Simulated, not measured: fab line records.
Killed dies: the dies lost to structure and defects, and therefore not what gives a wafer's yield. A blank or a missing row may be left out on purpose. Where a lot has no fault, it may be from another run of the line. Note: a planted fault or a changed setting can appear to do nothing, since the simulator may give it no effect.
Code-filled problem report in 8D (eight disciplines) form + flow nand_harc + the parts of the form that need people (team, actions taken, sign-off) are left out

## 1. WHAT IS WRONG
At NHARC_A_ONON_D1_THK_MEAS_05, thk_nm averages 460 nm over 6 wafers from 2 lots, while fault-free wafers read 999 nm, standard deviation 12. That puts it -45 standard deviations away from the usual mean.
The step: measures by ellipsometry.
Earliest sighting: wafer L622.1 on film_metro-02 at day 12 12:23. The record has a number at this step for 42 wafers belonging to 14 lots. Rule for "out", or "out of limits": more than 4 standard deviations from the usual mean. Any other wafer with a number is counted as sound.

## 2. WHAT IT IS, WHAT IT ISN'T
| question                    | is                           | is not                                                                                       |
|-----------------------------|------------------------------|----------------------------------------------------------------------------------------------|
| which readings at this step | thk_nm                       | -                                                                                            |
| which lots                  | L622, L626                   | L611, L613, L614, L615, L617, L618, L620, L630, L631, L632, L633, L634                       |
| which wafers of those lots  | all that have a number       | -                                                                                            |
| read on which gauges        | film_metro-01, film_metro-02 | -                                                                                            |
| when                        | from day 12 12:23            | up to then (21 sound wafers); but 15 sound wafers of L630, L631, L632, L633, L634 came after |

## 3. SUSPECTS, AND WHAT RULES EACH OUT
Counting: a tool stays on the suspect list if, at a process step up to the reading, it processed all lots that are out and no sound lot following the first of them.
- the gauge at NHARC_A_ONON_D1_THK_MEAS_05 has been ruled out. Those wafers that are out were read across 2 gauges (film_metro-01, film_metro-02).
- pvd_sputter-02 at NHARC_P_BONDPAD_PVD_17 (deposits TaN, target thk 5 nm, time 8.06 s): ruled out as a lasting fault. Following L622 (day 12 11:53), the first lot on it that is out, the sound lots L631, L633 were run on it. With no start given for some of its lots, NHARC_P_BONDPAD_PVD_17 uses the hours and lot order of NHARC_A_ONON_D1_DEP_03.
- pecvd_onon-04 at NHARC_A_ONON_D1_DEP_03 (target thk 1000 nm): ruled out as a lasting fault. Following L622 (day 12 11:53), the first lot on it that is out, the sound lots L631, L633 were run on it.
Left after counting: nothing in the record.

## 4. THE CAUSE (what the simulator had put in)
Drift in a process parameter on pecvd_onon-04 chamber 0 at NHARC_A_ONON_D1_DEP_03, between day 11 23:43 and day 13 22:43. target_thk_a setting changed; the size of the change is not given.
It was ruled out by counting, in error; the rule expects a fault to strike all lots run on its tool from its start on, and this fault did not.

## 5. SEQUENCE OF EFFECTS, ordered by route
Each row: a reading where the mean over the struck wafers with a number is more than 3 standard deviations away from the usual. Scope: only readings with a usual standard deviation given in the record; hours: median across lots of the time from each lot's start at the first step in this table that gives one to its start at this step; sigmas: change in usual standard deviations.
| hours | step                        | reading         | usual  | on struck wafers | change | sigmas |
|-------|-----------------------------|-----------------|--------|------------------|--------|--------|
| 0     | NHARC_A_ONON_D1_THK_MEAS_05 | thk_nm          | 999 nm | 460              | -539   | -45    |
| 391   | NHARC_END_SORT_01           | killed_at_array | 54     | 672              | +618   | +39    |
| 391   | NHARC_END_SORT_01           | killed_dies     | 58     | 677              | +619   | +39    |

## 6. HOW IT WOULD HAVE BEEN CAUGHT EARLIER
Counted from the fault's start at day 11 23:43, it took 13 hours until the first out-of-limits reading at a measuring or inspecting step in this record, taken at day 12 12:23.
Of the tool readings at NHARC_A_ONON_D1_DEP_03 for which the record gives a usual standard deviation, none was out on any struck wafer, so an alarm limit of 4 standard deviations on them would not have fired.
